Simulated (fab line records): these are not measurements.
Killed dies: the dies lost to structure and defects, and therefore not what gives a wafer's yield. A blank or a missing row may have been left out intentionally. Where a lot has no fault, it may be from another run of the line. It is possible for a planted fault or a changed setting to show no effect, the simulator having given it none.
fab line records | flow nand-harc
record: lots: 24 wafers: 72 last-day: 24
route steps=1159 shown P_STI@91 P_GATE@170 P_CONTACT@252 P_M0@270 P_M1@302
lots with no fault: from the same line, run without faults
start-h: start of the lot's first displayed wafer, in hours after the record's first day | wait-h: time in hours since the lot's previous step | " the same as in the row above | L1.1+2: one row covering several wafers at once | - no value present, or no start provided | * or withheld: withheld | < > ~ a bound
route shown NAME@n: a module of which the file shows steps, and the number in the route of the first | usual: mean/standard deviation of fault-free wafers | same: alike in all rows | chamber/n: place in a boat | sites: each site's reading | _std_site: standard deviation across them | _edge_site: inner sites' mean taken away from outer sites' mean | radius-mm: for every site, how far away it sits from the centre of the wafer | mask NAME#n: copy n | behind: the most recent tool/chamber to have shaped the wafer | hold: what put the lot on hold/how long, in hours/how the hold closed | device: the n, p or np transistor that did not switch | end of line: the route-end tests of the same wafers | a step without rows: its recipe alone | killed: at the first sort, the dies lost to defects and structure; wafer yield is something else | map: shows each die of a wafer: x if killed, . if not, _ if none is there
set.NAME: setting as actually run; set.NAME@STEP: the setting as run at that earlier step | model.NAME: the simulator's own value behind a step, which no gauge read
the route's steps for a sample of lots (tables are steps, rows are wafers)
services: a tool's chamber out of use, with start hour (start-h, from the record's first day; less than 0 if before it), hours out, and reason
== steps ==
step: NHARC_P_STI_CD_MEAS_16
usual: cd-nm: 199/3.2
columns lot.wafer tool chamber start-h wait-h cd-nm
L074.1 cd-sem-02 - 35.76 - 202
L074.3 " - " " 200
L074.5 " - " " 202
L075.1 cd-sem-01 - 41.45 - 201
L075.4 " - " " 196
L075.6 " - " " 198
L076.2 cd-sem-01 - 49.82 - 195
L076.5 " - " " 196
L076.6 " - " " 194
L077.3 cd-sem-03 - 53.56 - 198
L077.4 " - " " 197
L077.6 " - " " 197
L078.2 cd-sem-01 - 61.29 - 200
L078.3 " - " " 197
L078.6 " - " " 199
L079.2 cd-sem-03 - 65.88 - 202
L079.3 " - " " 205
L079.6 " - " " 203
L080.1 cd-sem-02 - 75.16 - 202
L080.3 " - " " 206
L080.5 " - " " 208
L081.2 cd-sem-03 - 75.36 - 202
L081.3 " - " " 206
L081.4 " - " " 197
L082.2 cd-sem-03 - 83.61 - 196
L082.3 " - " " 201
L082.5 " - " " 204
L083.1 cd-sem-03 - 89.67 - 200
L083.5 " - " " 196
L083.6 " - " " 198
L084.2 cd-sem-01 - 95.64 - 198
L084.3 " - " " 200
L084.5 " - " " 200
L085.1 cd-sem-01 - 103.35 - 199
L085.3 " - " " 201
L085.4 " - " " 195
L086.3 cd-sem-02 - 107.97 - 201
L086.5 " - " " 196
L086.6 " - " " 196
L088.1 cd-sem-01 - 119.34 - 199
L088.5 " - " " 199
L088.6 " - " " 198
L087.1 cd-sem-03 - 119.39 - 199
L087.2 " - " " 198
L087.6 " - " " 200
L090.1 cd-sem-03 - 128.11 - 206
L090.2 " - " " 198
L090.6 " - " " 205
L089.2 cd-sem-01 - 128.27 - 203
L089.5 " - " " 203
L089.6 " - " " 204
L091.1 cd-sem-02 - 137.81 - 200
L091.3 " - " " 197
L091.4 " - " " 199
L092.2 cd-sem-02 - 144.25 - 197
L092.4 " - " " 199
L092.5 " - " " 196
L093.3 cd-sem-01 - 149.43 - 202
L093.4 " - " " 199
L093.5 " - " " 196
L094.1 cd-sem-03 - 158.45 - 200
L094.4 " - " " 206
L094.5 " - " " 204
L095.2 cd-sem-02 - 158.62 - 195
L095.3 " - " " 199
L095.5 " - " " 200
L097.2 cd-sem-01 - 170.12 - 195
L097.3 " - " " 197
L097.6 " - " " 198
L096.1 cd-sem-03 - 170.15 - 199
L096.3 " - " " 200
L096.4 " - " " 201
step: NHARC_P_GATE_CD_MEAS_46
recipe: target-cd-nm: 720 landing-energy-ev: 500
usual: cd-nm: 718.9/2.1
columns lot.wafer tool chamber start-h wait-h cd-nm
L074.1 cd-sem-03 0 97.36 - 714.5
L074.3 " 0 " " 715.7
L074.5 " 0 " " 720.2
L075.1 cd-sem-03 0 106.55 - 720.3
L075.4 " 0 " " 721.9
L075.6 " 0 " " 716.9
L076.2 cd-sem-03 0 110.85 - 718.3
L076.5 " 0 " " 720.1
L076.6 " 0 " " 718.8
L077.3 cd-sem-03 0 111.01 - 717.9
L077.4 " 0 " " 721.7
L077.6 " 0 " " 717.6
L078.2 cd-sem-01 0 123.91 - 723.5
L078.3 " 0 " " 718.3
L078.6 " 0 " " 721.3
L079.2 cd-sem-01 0 124.59 - 717.8
L079.3 " 0 " " 717.1
L079.6 " 0 " " 721.1
L080.1 cd-sem-02 0 142.08 - 717.6
L080.3 " 0 " " 716.8
L080.5 " 0 " " 715.6
L081.2 cd-sem-02 0 142.30 - 717.7
L081.3 " 0 " " 719.4
L081.4 " 0 " " 720.9
L082.2 cd-sem-02 0 148.31 - 721.0
L082.3 " 0 " " 722.4
L082.5 " 0 " " 717.1
L083.1 cd-sem-01 0 158.91 - 714.8
L083.5 " 0 " " 721.0
L083.6 " 0 " " 718.3
L085.1 cd-sem-03 0 176.82 - 719.8
L085.3 " 0 " " 718.0
L085.4 " 0 " " 722.2
L084.2 cd-sem-02 0 178.03 - 721.2
L084.3 " 0 " " 719.1
L084.5 " 0 " " 720.9
L088.1 cd-sem-03 0 178.39 - 720.3
L088.5 " 0 " " 721.3
L088.6 " 0 " " 719.3
L086.3 cd-sem-02 0 183.10 - 721.0
L086.5 " 0 " " 718.3
L086.6 " 0 " " 716.7
L087.1 cd-sem-01 0 184.01 - 716.2
L087.2 " 0 " " 718.1
L087.6 " 0 " " 720.7
L089.2 cd-sem-01 0 192.22 - 715.9
L089.5 " 0 " " 716.8
L089.6 " 0 " " 721.4
L090.1 cd-sem-03 0 192.65 - 716.7
L090.2 " 0 " " 720.5
L090.6 " 0 " " 722.1
L091.1 cd-sem-03 0 203.53 - 718.6
L091.3 " 0 " " 721.0
L091.4 " 0 " " 720.0
L093.3 cd-sem-03 0 207.99 - 721.5
L093.4 " 0 " " 718.5
L093.5 " 0 " " 719.1
L092.2 cd-sem-01 0 210.00 - 721.1
L092.4 " 0 " " 718.4
L092.5 " 0 " " 717.2
L095.2 cd-sem-02 0 222.09 - 715.7
L095.3 " 0 " " 719.1
L095.5 " 0 " " 719.5
L094.1 cd-sem-03 0 222.55 - 721.5
L094.4 " 0 " " 722.7
L094.5 " 0 " " 723.8
L097.2 cd-sem-03 0 234.44 - 719.9
L097.3 " 0 " " 719.8
L097.6 " 0 " " 717.5
L096.1 cd-sem-01 0 235.11 - 717.4
L096.3 " 0 " " 716.5
L096.4 " 0 " " 720.4
step: NHARC_P_GATE_STRIP_111
recipe: power-w: 1500 temp-c: 110 time-s: 250 chemistry: N2/H2
usual: drypump-motor-current-A: 5.65/0.25 heater-power-w: 85/7.2
columns lot.wafer tool chamber start-h wait-h drypump-motor-current-A heater-power-w rf-hours-counter-h
L074.1 plasma-asher-02 1 97.89 0.2 5.28 80 20
L074.3 " 1 " " 5.30 79 -
L074.5 " 0 " " 5.79 98 -
L075.1 plasma-asher-02 1 107.89 0.9 5.31 79 28
L075.4 " 1 " " 5.30 77 -
L075.6 " 1 " " 5.24 78 -
L076.2 plasma-asher-02 0 111.51 0.2 5.77 96 29
L076.5 " 0 " " 5.82 98 -
L076.6 " 1 " " 5.32 80 -
L077.4 plasma-asher-02 1 111.98 0.6 5.34 78 -
L077.3 " 0 " " 5.77 94 -
L077.6 " 1 " " 5.30 79 -
L078.2 plasma-asher-02 0 124.49 0.2 5.81 95 33
L078.3 " 1 " " 5.25 82 -
L078.6 " 0 " " 5.81 98 -
L079.2 plasma-asher-01 0 125.17 0.2 5.72 76 5
L079.3 " 0 " " 5.71 77 -
L079.6 " 1 " " 5.91 86 -
L080.1 plasma-asher-02 1 142.67 0.2 5.29 80 37
L080.3 " 1 " " 5.25 79 -
L080.5 " 1 " " 5.29 77 -
L081.2 plasma-asher-01 1 142.89 0.2 5.93 88 10
L081.4 " 0 " " 5.67 78 -
L081.3 " 1 " " 5.94 85 -
L082.2 plasma-asher-01 0 148.90 0.2 5.71 76 13
L082.3 " 1 " " 5.91 82 -
L082.5 " 1 " " 5.90 89 -
L083.1 plasma-asher-02 1 159.44 0.2 5.31 79 46
L083.6 " 1 " " 5.32 80 -
L083.5 " 0 " " 5.80 98 -
L085.1 plasma-asher-02 0 177.43 0.3 5.75 96 49
L085.3 " 1 " " 5.26 79 -
L085.4 " 0 " " 5.77 98 -
L084.2 plasma-asher-02 0 178.56 0.2 5.79 98 50
L084.3 " 1 " " 5.27 77 -
L084.5 " 0 " " 5.79 96 -
L088.1 plasma-asher-01 0 178.93 0.2 5.71 76 22
L088.6 " 0 " " 5.68 76 -
L088.5 " 1 " " 5.91 89 -
L086.3 plasma-asher-01 1 183.94 0.4 5.91 86 -
L086.6 " 1 " " 5.91 85 -
L086.5 " 0 " " 5.67 76 -
L087.2 plasma-asher-01 0 184.54 0.2 5.66 77 26
L087.1 " 1 " " 5.91 87 26
L087.6 " 0 " " 5.67 77 -
L089.2 plasma-asher-01 0 192.84 0.2 5.68 78 31
L089.6 " 0 " " 5.71 76 -
L089.5 " 1 " " 5.94 86 -
L090.2 plasma-asher-02 0 193.20 0.2 5.75 89 0
L090.1 " 1 " " 5.28 88 0
L090.6 " 1 " " 5.29 88 -
L091.1 plasma-asher-02 1 204.12 0.2 5.29 85 3
L091.4 " 0 " " 5.80 90 -
L091.3 " 1 " " 5.30 88 -
L093.3 plasma-asher-01 1 208.61 0.2 5.92 85 -
L093.4 " 0 " " 5.70 76 -
L093.5 " 0 " " 5.70 79 -
L092.2 plasma-asher-02 0 210.55 0.2 5.80 90 5
L092.4 " 0 " " 5.78 90 -
L092.5 " 0 " " 5.75 88 -
L095.2 plasma-asher-02 1 222.67 0.2 5.27 88 8
L095.3 " 1 " " 5.31 88 -
L095.5 " 1 " " 5.29 85 -
L094.1 plasma-asher-01 1 223.07 0.2 5.95 86 40
L094.4 " 1 " " 5.95 88 -
L094.5 " 0 " " 5.69 76 -
L097.2 plasma-asher-02 1 235.05 0.2 5.25 86 11
L097.3 " 0 " " 5.75 90 -
L097.6 " 0 " " 5.77 90 -
L096.1 plasma-asher-01 0 235.64 0.2 5.69 79 43
L096.3 " 0 " " 5.67 78 -
L096.4 " 1 " " 5.91 88 -
step: NHARC_P_CONTACT_INSPECT_27
usual: raw-defect-count: 295/120
columns lot.wafer tool chamber start-h wait-h raw-defect-count
L074.1 defect-inspect-01 - 110.08 0.1 509
L074.3 " - " " 283
L074.5 " - " " 362
L075.1 defect-inspect-01 - 123.72 0.1 202
L075.4 " - " " 207
L075.6 " - " " 308
L076.2 defect-inspect-01 - 124.27 0.1 302
L076.5 " - " " 205
L076.6 " - " " 157
L077.3 defect-inspect-02 - 125.24 0.1 235
L077.4 " - " " 277
L077.6 " - " " 232
L078.2 defect-inspect-01 - 135.44 0.1 171
L078.3 " - " " 130
L078.6 " - " " 93
L079.2 defect-inspect-02 - 136.14 0.1 225
L079.3 " - " " 393
L079.6 " - " " 383
L080.1 defect-inspect-02 - 153.46 0.1 311
L080.3 " - " " 216
L080.5 " - " " 131
L081.2 defect-inspect-01 - 153.97 0.1 386
L081.3 " - " " 403
L081.4 " - " " 375
L082.2 defect-inspect-01 - 162.39 0.1 155
L082.3 " - " " 528
L082.5 " - " " 394
L083.1 defect-inspect-01 - 180.58 0.1 168
L083.5 " - " " 248
L083.6 " - " " 210
L085.1 defect-inspect-02 - 188.43 0.1 324
L085.3 " - " " 292
L085.4 " - " " 214
L084.2 defect-inspect-01 - 193.64 0.1 241
L084.3 " - " " 294
L084.5 " - " " 406
L088.1 defect-inspect-01 - 194.17 0.1 158
L088.5 " - " " 149
L088.6 " - " " 171
L086.3 defect-inspect-02 - 196.21 0.1 316
L086.5 " - " " 315
L086.6 " - " " 351
L087.1 defect-inspect-02 - 201.19 0.1 375
L087.2 " - " " 212
L087.6 " - " " 244
L089.2 defect-inspect-01 - 210.50 0.1 257
L089.5 " - " " 314
L089.6 " - " " 454
L090.1 defect-inspect-01 - 211.48 0.1 518
L090.2 " - " " 593
L090.6 " - " " 552
L091.1 defect-inspect-01 - 216.54 0.1 250
L091.3 " - " " 299
L091.4 " - " " 185
L093.3 defect-inspect-01 - 219.63 0.1 301
L093.4 " - " " 385
L093.5 " - " " 287
L092.2 defect-inspect-01 - 221.60 0.1 301
L092.4 " - " " 313
L092.5 " - " " 248
L095.2 defect-inspect-02 - 242.71 0.1 172
L095.3 " - " " 147
L095.5 " - " " 201
L094.1 defect-inspect-01 - 242.76 0.1 323
L094.4 " - " " 371
L094.5 " - " " 675
L097.2 defect-inspect-02 - 246.50 0.1 326
L097.3 " - " " 356
L097.6 " - " " 237
L096.1 defect-inspect-01 - 246.89 0.1 190
L096.3 " - " " 153
L096.4 " - " " 239
step: NHARC_P_M0_STRIP_18
recipe: power-w: 1000 n2-flow-sccm: 150 h2-flow-sccm: 150 ar-flow-sccm: 0 bias-w: 0 chemistry: N2/H2
usual: drypump-motor-current-A: 5.6/0.46 h2-flow-sccm: 150.0/0.44 oes-product-au: 0.994/0.011 rf-vpp-V: 90.9/0.94 showerhead-plenum-p-Torr: 2.06/0.074 throttle-valve-pct: 14.171/0.0098
columns lot.wafer tool chamber start-h wait-h drypump-motor-current-A h2-flow-sccm oes-product-au rf-hours-counter-h rf-vpp-V showerhead-plenum-p-Torr throttle-valve-pct
L074.3 rie-diel-03 1 111.55 0.1 4.7 150.4 1.004 4 91.7 2.19 14.164
L074.1 " 2 " " 5.6 150.2 0.979 3 90.3 2.00 14.179
L074.5 " 1 " " 4.7 149.8 0.998 - 91.4 2.19 14.157
L075.4 rie-diel-03 3 125.30 0.1 5.8 149.6 1.005 5 88.7 1.94 14.176
L075.1 " 0 " " 6.1 150.4 0.973 5 91.7 2.12 14.181
L075.6 " 0 " " 6.1 150.3 0.967 - 92.6 2.12 14.170
L076.2 rie-diel-09 0 125.75 0.1 5.2 149.1 0.998 2 89.7 2.09 14.160
L076.6 " 0 " " 5.3 149.9 0.990 - 91.4 2.09 14.164
L076.5 " 1 " " 5.6 149.8 1.001 - 92.2 2.13 14.159
L077.3 rie-diel-03 0 126.72 0.1 6.0 149.7 0.962 5 89.7 2.12 14.160
L077.4 " 3 " " 5.8 150.8 0.988 5 90.7 1.94 14.162
L077.6 " 1 " " 4.7 150.0 1.000 - 92.2 2.19 14.170
L078.3 rie-diel-08 2 136.97 0.1 5.1 150.2 1.017 0 91.2 2.05 14.149
L078.2 " 3 " " 5.2 149.7 1.005 0 91.0 2.02 14.172
L078.6 " 0 " " 6.3 150.0 0.983 - 90.5 2.07 14.165
L079.2 rie-diel-03 3 137.62 0.1 5.7 150.0 0.999 6 90.3 1.94 14.160
L079.3 " 0 " " 6.1 149.7 0.962 6 91.2 2.12 14.177
L079.6 " 3 " " 5.7 149.6 0.987 - 89.8 1.94 14.179
L080.3 rie-diel-08 3 155.10 0.1 5.2 150.2 0.992 2 89.8 2.02 14.170
L080.1 " 0 " " 6.3 150.0 0.987 2 89.3 2.07 14.161
L080.5 " 2 " " 5.1 149.7 1.002 - 90.2 2.05 14.175
L081.3 rie-diel-09 0 155.60 0.1 5.2 150.4 0.993 5 90.7 2.09 14.160
L081.4 " 1 " " 5.7 149.8 1.006 5 92.1 2.13 14.169
L081.2 " 3 " " 6.3 150.2 1.015 5 89.7 2.17 14.167
L082.2 rie-diel-08 2 164.03 0.1 5.1 149.9 1.002 2 90.6 2.05 14.172
L082.3 " 0 " " 6.3 150.5 0.995 2 92.2 2.07 14.163
L082.5 " 2 " " 5.1 149.3 0.996 - 91.5 2.04 14.183
L083.1 rie-diel-09 2 182.11 0.1 6.0 149.4 1.007 5 91.5 1.97 14.156
L083.6 " 3 " " 6.3 150.0 1.004 - 91.8 2.17 14.173
L083.5 " 0 " " 5.2 149.8 0.992 - 90.2 2.08 14.176
L085.3 rie-diel-08 3 190.12 0.1 5.2 150.5 0.989 4 91.2 2.02 14.181
L085.1 " 0 " " 6.4 150.0 0.981 3 91.4 2.07 14.169
L085.4 " 0 " " 6.4 150.4 0.989 - 91.2 2.07 14.182
L084.2 rie-diel-03 3 195.44 0.1 5.7 150.2 1.005 13 89.6 1.94 14.181
L084.3 " 0 " " 6.1 149.2 0.980 12 91.8 2.12 14.167
L084.5 " 3 " " 5.7 149.9 0.999 - 90.3 1.94 14.167
L088.1 rie-diel-08 0 195.66 0.1 6.3 149.8 0.990 3 91.1 2.07 14.196
L088.6 " 3 " " 5.2 149.3 1.006 - 90.6 2.02 14.172
L088.5 " 0 " " 6.4 149.7 0.990 - 91.5 2.07 14.165
L086.3 rie-diel-09 1 197.67 0.1 5.6 149.9 0.984 7 92.3 2.13 14.152
L086.5 " 1 " " 5.6 150.1 0.994 - 92.1 2.13 14.170
L086.6 " 2 " " 6.0 151.4 0.996 - 90.5 1.97 14.170
L087.1 rie-diel-09 1 202.52 0.1 5.6 149.9 0.995 7 90.3 2.13 14.172
L087.2 " 0 " " 5.2 150.4 0.987 8 91.6 2.08 14.174
L087.6 " 2 " " 5.9 150.3 0.998 - 91.3 1.97 14.165
L089.2 rie-diel-09 1 212.01 0.1 5.6 149.7 0.996 7 92.6 2.13 14.171
L089.5 " 0 " " 5.2 150.1 0.998 - 90.3 2.08 14.171
L089.6 " 1 " " 5.6 149.2 0.995 - 91.3 2.13 14.171
L090.2 rie-diel-09 1 212.96 0.1 5.6 149.3 0.979 7 91.4 2.13 14.176
L090.1 " 2 " " 6.0 150.4 0.995 7 91.4 1.97 14.179
L090.6 " 0 " " 5.2 149.8 0.981 - 90.4 2.08 14.167
L091.1 rie-diel-08 0 218.01 0.1 6.3 150.6 0.990 4 90.9 2.07 14.179
L091.3 " 1 " " 5.3 150.5 1.008 3 91.1 1.96 14.150
L091.4 " 3 " " 5.2 150.0 1.016 5 90.9 2.02 14.177
L093.3 rie-diel-08 1 220.96 0.1 5.4 149.6 0.995 4 91.0 1.96 14.181
L093.4 " 2 " " 5.1 150.3 0.995 5 90.2 2.04 14.175
L093.5 " 1 " " 5.3 149.6 0.997 - 91.9 1.96 14.159
L092.2 rie-diel-08 3 223.05 0.1 5.2 150.0 0.995 5 89.2 2.02 14.196
L092.4 " 1 " " 5.4 149.8 0.996 - 90.8 1.96 14.185
L092.5 " 2 " " 5.1 150.4 0.991 - 91.0 2.04 14.164
L095.2 rie-diel-09 0 244.21 0.1 5.2 150.0 0.977 11 92.1 2.08 14.160
L095.3 " 1 " " 5.6 150.4 0.997 11 91.5 2.13 14.194
L095.5 " 3 " " 6.3 150.2 1.020 - 91.4 2.16 14.181
L094.4 rie-diel-09 1 244.34 0.1 5.7 150.5 0.993 11 91.3 2.13 14.169
L094.1 " 0 " " 5.3 150.2 0.980 11 91.2 2.08 14.144
L094.5 " 2 " " 6.0 149.7 0.985 - 90.9 1.97 14.180
L097.3 rie-diel-09 3 248.25 0.1 6.3 149.8 1.016 11 90.0 2.16 14.164
L097.2 " 2 " " 5.9 149.9 0.994 11 90.6 1.97 14.172
L097.6 " 0 " " 5.3 149.7 0.990 - 92.6 2.08 14.181
L096.3 rie-diel-09 1 248.87 0.1 5.6 149.9 0.990 12 91.5 2.13 14.168
L096.1 " 2 " " 6.0 150.2 0.994 11 90.8 1.97 14.175
L096.4 " 3 " " 6.3 149.1 0.996 11 91.0 2.16 14.157
step: NHARC_P_M1_STRIP_18
recipe: power-w: 1000 n2-flow-sccm: 150 h2-flow-sccm: 150 ar-flow-sccm: 0 bias-w: 0 chemistry: N2/H2
usual: drypump-motor-current-A: 5.7/0.36 h2-flow-sccm: 150.0/0.48 oes-product-au: 1.001/0.014 rf-vpp-V: 90.9/0.9 showerhead-plenum-p-Torr: 2.08/0.073 throttle-valve-pct: 14.172/0.0096
columns lot.wafer tool chamber start-h wait-h drypump-motor-current-A h2-flow-sccm oes-product-au rf-hours-counter-h rf-vpp-V showerhead-plenum-p-Torr throttle-valve-pct
L074.3 rie-diel-12 0 115.60 0.1 6.4 148.5 1.021 2 91.1 2.19 14.176
L074.1 " 2 " " 5.4 149.8 0.980 2 88.9 2.04 14.164
L074.5 " 1 " " 6.1 150.1 0.997 - 91.2 1.97 14.159
L075.1 rie-diel-12 3 129.47 0.1 5.4 150.7 0.998 2 90.6 2.16 14.168
L075.4 " 3 " " 5.4 150.5 0.981 - 91.6 2.16 14.177
L075.6 " 2 " " 5.4 150.2 0.982 - 91.3 2.04 14.161
L076.2 rie-diel-12 2 130.15 0.1 5.4 151.2 0.985 3 89.3 2.04 14.167
L076.5 " 0 " " 6.4 149.6 1.010 - 90.9 2.19 14.167
L076.6 " 2 " " 5.4 150.2 0.988 - 90.2 2.04 14.172
L077.3 rie-diel-01 1 130.84 0.1 5.5 150.4 0.981 14 91.1 2.05 14.163
L077.4 " 3 " " 5.8 150.1 0.977 - 91.2 2.04 14.177
L077.6 " 0 " " 6.4 150.4 0.990 - 91.3 2.20 14.155
L078.3 rie-diel-06 2 140.96 0.1 5.2 149.1 1.011 6 92.3 2.15 14.177
L078.2 " 0 " " 5.5 150.0 0.995 5 90.9 2.10 14.182
L078.6 " 2 " " 5.2 149.9 1.005 - 92.4 2.15 14.158
L079.3 rie-diel-06 0 141.76 0.1 5.5 150.0 1.006 5 90.7 2.10 14.183
L079.2 " 1 " " 5.7 150.1 1.013 6 90.1 2.00 14.165
L079.6 " 0 " " 5.5 150.5 1.004 - 89.9 2.10 14.162
L080.3 rie-diel-12 2 159.02 0.1 5.4 150.0 0.993 3 91.2 2.04 14.176
L080.1 " 3 " " 5.4 150.5 0.980 3 89.1 2.16 14.179
L080.5 " 2 " " 5.4 149.7 0.984 - 91.6 2.04 14.160
L081.3 rie-diel-12 2 160.03 0.1 5.3 150.3 0.993 4 91.3 2.04 14.159
L081.4 " 3 " " 5.4 150.4 0.988 3 91.8 2.16 14.170
L081.2 " 0 " " 6.4 149.5 1.019 4 91.7 2.19 14.170
L082.3 rie-diel-06 2 168.24 0.1 5.2 150.3 1.007 7 90.7 2.15 14.158
L082.2 " 0 " " 5.5 150.4 0.981 6 91.7 2.10 14.184
L082.5 " 1 " " 5.7 150.3 0.990 - 90.6 2.00 14.160
L083.1 rie-diel-12 2 186.16 0.1 5.4 149.5 0.972 4 91.1 2.04 14.180
L083.5 " 0 " " 6.4 149.7 0.997 - 92.6 2.19 14.153
L083.6 " 1 " " 6.1 150.3 1.007 - 89.9 1.97 14.183
L085.4 rie-diel-12 2 194.21 0.1 5.4 149.9 0.976 4 91.9 2.04 14.169
L085.1 " 3 " " 5.4 150.6 0.982 4 89.8 2.16 14.174
L085.3 " 1 " " 6.1 149.8 1.011 3 91.3 1.97 14.168
L084.3 rie-diel-12 2 199.47 0.1 5.4 149.7 0.981 4 91.4 2.04 14.150
L084.2 " 1 " " 6.1 149.8 0.999 3 90.5 1.97 14.180
L084.5 " 3 " " 5.4 150.0 0.979 - 91.3 2.16 14.175
L088.1 rie-diel-06 3 199.74 0.1 5.7 150.3 1.028 7 90.5 2.03 14.168
L088.6 " 1 " " 5.7 150.2 0.999 - 89.8 2.00 14.174
L088.5 " 2 " " 5.2 149.8 1.017 - 90.0 2.15 14.164
L086.3 rie-diel-06 2 201.81 0.1 5.2 150.4 1.011 8 92.2 2.15 14.186
L086.6 " 0 " " 5.5 150.2 0.980 - 92.0 2.09 14.179
L086.5 " 1 " " 5.7 150.3 0.997 - 90.2 2.00 14.177
L087.1 rie-diel-06 1 206.48 0.1 5.7 150.4 0.996 8 91.8 2.00 14.168
L087.2 " 2 " " 5.2 150.3 1.007 8 92.2 2.15 14.166
L087.6 " 2 " " 5.2 149.3 1.006 - 91.4 2.15 14.171
L089.2 rie-diel-01 0 216.13 0.1 6.5 149.9 1.003 5 90.7 2.20 14.168
L089.6 " 1 " " 5.6 150.4 0.986 - 91.4 2.05 14.174
L089.5 " 2 " " 5.7 149.8 1.022 - 90.2 2.04 14.156
L090.2 rie-diel-06 0 217.12 0.1 5.5 149.6 0.996 8 91.2 2.09 14.157
L090.1 " 2 " " 5.2 150.6 1.006 9 91.3 2.15 14.162
L090.6 " 0 " " 5.5 149.1 0.995 - 90.4 2.09 14.183
L091.1 rie-diel-06 0 222.24 0.1 5.5 150.5 0.984 8 90.4 2.09 14.159
L091.4 " 2 " " 5.2 149.9 1.004 10 92.2 2.15 14.179
L091.3 " 3 " " 5.6 149.8 1.018 8 92.1 2.03 14.167
L093.4 rie-diel-06 3 225.08 0.1 5.7 149.7 1.031 9 90.4 2.03 14.166
L093.3 " 0 " " 5.5 150.0 0.989 8 90.5 2.09 14.170
L093.5 " 2 " " 5.2 149.3 1.017 - 90.5 2.15 14.182
L092.2 rie-diel-06 2 227.12 0.1 5.2 149.4 1.006 10 89.1 2.15 14.181
L092.4 " 3 " " 5.7 150.5 1.021 9 91.7 2.03 14.186
L092.5 " 0 " " 5.5 150.6 0.991 - 90.7 2.09 14.175
L095.2 rie-diel-12 1 249.00 0.1 6.1 150.4 1.018 1 90.0 1.97 14.172
L095.3 " 3 " " 5.4 149.3 1.013 1 92.5 2.16 14.177
L095.5 " 1 " " 6.1 150.3 1.015 - 90.3 1.97 14.171
L094.1 rie-diel-01 0 249.81 0.1 6.4 150.3 0.999 9 92.8 2.20 14.161
L094.4 " 2 " " 5.7 150.2 1.028 7 89.6 2.04 14.186
L094.5 " 1 " " 5.5 149.2 0.978 - 91.6 2.05 14.153
L097.2 rie-diel-06 3 252.22 0.1 5.7 150.0 1.029 1 89.6 2.03 14.186
L097.3 " 0 " " 5.5 150.2 0.993 0 91.9 2.09 14.180
L097.6 " 3 " " 5.6 150.8 1.036 - 90.0 2.03 14.164
L096.3 rie-diel-06 2 252.81 0.1 5.2 150.2 1.011 1 92.0 2.14 14.192
L096.1 " 0 " " 5.5 149.9 1.005 1 90.2 2.09 14.170
L096.4 " 1 " " 5.6 150.0 1.008 0 90.7 2.00 14.181
== services ==
columns tool chamber start-h hours kind
rie-diel-09 - 77.14 9.0 pm
rie-diel-08 1 81.32 6.0 repair
rie-diel-03 2 86.17 4.3 repair
rie-diel-12 3 94.92 20.1 repair
plasma-asher-01 - 99.00 9.0 pm
rie-diel-12 1 122.14 21.0 repair
rie-diel-08 - 124.85 9.0 pm
plasma-asher-02 - 137.88 0.8 repair
rie-diel-12 - 138.51 0.4 repair
rie-diel-03 1 143.47 8.0 repair
plasma-asher-01 - 149.32 1.7 repair
rie-diel-09 1 153.32 1.7 repair
rie-diel-03 1 171.90 6.8 repair
plasma-asher-02 - 183.20 9.0 pm
rie-diel-08 1 185.84 6.1 repair
rie-diel-12 - 202.42 9.0 pm
rie-diel-06 - 212.17 0.3 repair
rie-diel-03 - 215.30 9.0 pm
rie-diel-08 0 222.52 1.3 repair
rie-diel-09 0 226.36 5.7 repair
rie-diel-08 0 236.89 2.9 repair
rie-diel-06 - 241.20 9.0 pm
rie-diel-03 1 247.99 15.8 repair
rie-diel-08 0 248.97 9.3 repair
== key ==
fault none
